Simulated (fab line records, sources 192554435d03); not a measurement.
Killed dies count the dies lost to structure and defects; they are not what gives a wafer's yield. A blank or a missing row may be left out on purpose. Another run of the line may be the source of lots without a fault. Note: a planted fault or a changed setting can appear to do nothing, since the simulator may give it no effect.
Which of the tools did it? -- flow n5-finfet -- 10 lots (30 wafers sampled), 1 step of a 1938-step route

## WHAT THE GAUGES READ, wafer by wafer
N5_BEOL_M12_INSPECT_12: inspects for defects (macro).
lot,measured,on,raw-defect-count
L381,day 10 07:01,defect-inspect-02,2 1 2
L383,day 10 21:12,defect-inspect-02,0 2 0
L384,day 11 03:46,defect-inspect-01,3 1 2
L385,day 11 06:06,defect-inspect-01,0 2 4
L387,day 11 22:47,defect-inspect-01,3 2 2
L394,day 13 20:06,defect-inspect-02,2 4 1
L397,day 15 02:21,defect-inspect-01,0 2 1
L401,day 16 04:11,defect-inspect-01,0 2 1
L402,day 16 14:18,defect-inspect-02,1 3 0
L403,day 16 22:22,defect-inspect-02,1 4 5

## EACH LOT AND THE TOOL THAT RAN IT (in order: tool; ch and the chambers of the sampled wafers; start)
The record holds no process step before these readings.

## AS READ BY THE TOOLS THEMSELVES (means over the sampled wafers that have a number; for cases with no such wafer, the mark the record gives instead)
The record holds no such reading with a usual standard deviation.

## THE ANSWER, worked out from the rows above alone
Rule: what is usual is taken from the lots themselves. Put in order of their means at a reading, lots are off if they are a third of the lots or fewer, leave a main group of 4 or more, and stand apart from it by a gap of 3 or more times the standard deviation of the main group's means; of several such gaps the widest counts. Not used: any main group whose means are identical at the precision the tables above print for the reading. A lot without any number at a reading at which 4 lots or more have one is off too. Any other lot the step has rows for is counted as sound. First the gauges in route order, then the tools' own readings, where a lot's mean is used as printed above. The first step at which some lot is off is used, and at that step the reading that is off furthest; a lot without a number counts as furthest.
None of the lots is off at any reading shown; this tells nothing.

## WHAT THE SIMULATOR HAD PUT IN
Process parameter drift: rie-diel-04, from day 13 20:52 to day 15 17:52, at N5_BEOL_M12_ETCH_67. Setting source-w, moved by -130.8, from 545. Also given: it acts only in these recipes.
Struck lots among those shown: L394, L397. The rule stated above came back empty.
